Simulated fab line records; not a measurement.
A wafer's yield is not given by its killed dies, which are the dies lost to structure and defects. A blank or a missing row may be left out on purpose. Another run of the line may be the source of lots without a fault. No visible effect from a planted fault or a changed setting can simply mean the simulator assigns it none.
Matching of chambers || flow nand harc || 4 sister chambers for NHARC_A_STAIRCASE_ALD_415 on ald hk-04
The step deposits SiO2, target thk 30 nm, pulse time 6 s, ald cycles 300. 4 wafers are shown with their chamber, then 12 later ones without.

## WAFERS, EACH WITH ITS CHAMBER
{"wafer": "L084.6", "chamber": 0, "heater power w (W)": 514}
{"wafer": "L086.5", "chamber": 2, "heater power w (W)": 441}
{"wafer": "L090.1", "chamber": 3, "heater power w (W)": 437}
{"wafer": "L090.5", "chamber": 1, "heater power w (W)": 497}

## WAFERS WHOSE CHAMBER IS MISSING
{"wafer": "L093.3", "heater power w (W)": 479}
{"wafer": "L093.4", "heater power w (W)": 426}
{"wafer": "L093.6", "heater power w (W)": 499}
{"wafer": "L096.1", "heater power w (W)": 507}
{"wafer": "L096.2", "heater power w (W)": 430}
{"wafer": "L096.5", "heater power w (W)": 424}
{"wafer": "L097.1", "heater power w (W)": 473}
{"wafer": "L097.2", "heater power w (W)": 467}
{"wafer": "L097.3", "heater power w (W)": 506}
{"wafer": "L097.4", "heater power w (W)": 442}
{"wafer": "L097.5", "heater power w (W)": 480}
{"wafer": "L097.6", "heater power w (W)": 461}

## EACH ONE'S CHAMBER
{"wafer": "L093.3", "from the rows above": "can't be placed: 1 or 0 or 2 or 3", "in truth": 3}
{"wafer": "L093.4", "from the rows above": "can't be placed: 3 or 2", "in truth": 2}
{"wafer": "L093.6", "from the rows above": "can't be placed: 1 or 0", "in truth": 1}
{"wafer": "L096.1", "from the rows above": "can't be placed: 0 or 1", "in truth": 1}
{"wafer": "L096.2", "from the rows above": "can't be placed: 3 or 2", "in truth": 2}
{"wafer": "L096.5", "from the rows above": "can't be placed: 3 or 2", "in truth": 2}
{"wafer": "L097.1", "from the rows above": "can't be placed: 1 or 2 or 3 or 0", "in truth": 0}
{"wafer": "L097.2", "from the rows above": "can't be placed: 2 or 1 or 3 or 0", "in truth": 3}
{"wafer": "L097.3", "from the rows above": "can't be placed: 0 or 1", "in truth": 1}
{"wafer": "L097.4", "from the rows above": "can't be placed: 2 or 3", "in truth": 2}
{"wafer": "L097.5", "from the rows above": "can't be placed: 1 or 0 or 2 or 3", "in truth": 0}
{"wafer": "L097.6", "from the rows above": "can't be placed: 2 or 3 or 1", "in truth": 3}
0 of 12 placed correctly. From these rows, 12 cannot be placed; in 12 the true chamber is one of the candidates. Number placed wrongly: 0.
How it was worked out, from the rows above alone: a wafer's distance from a chamber is the root of the sum, over the readings, of the square of ((its reading less the chamber's mean) divided by the reading's scatter). The wafer belongs to the nearest chamber; if the next one is less than 2 further off, it can't be placed. For every chamber, the mean is computed from those of its wafers that are shown. The scatter: with one shown wafer a chamber, the root of the mean of the squares of how far each hidden wafer lies from its nearest shown one.
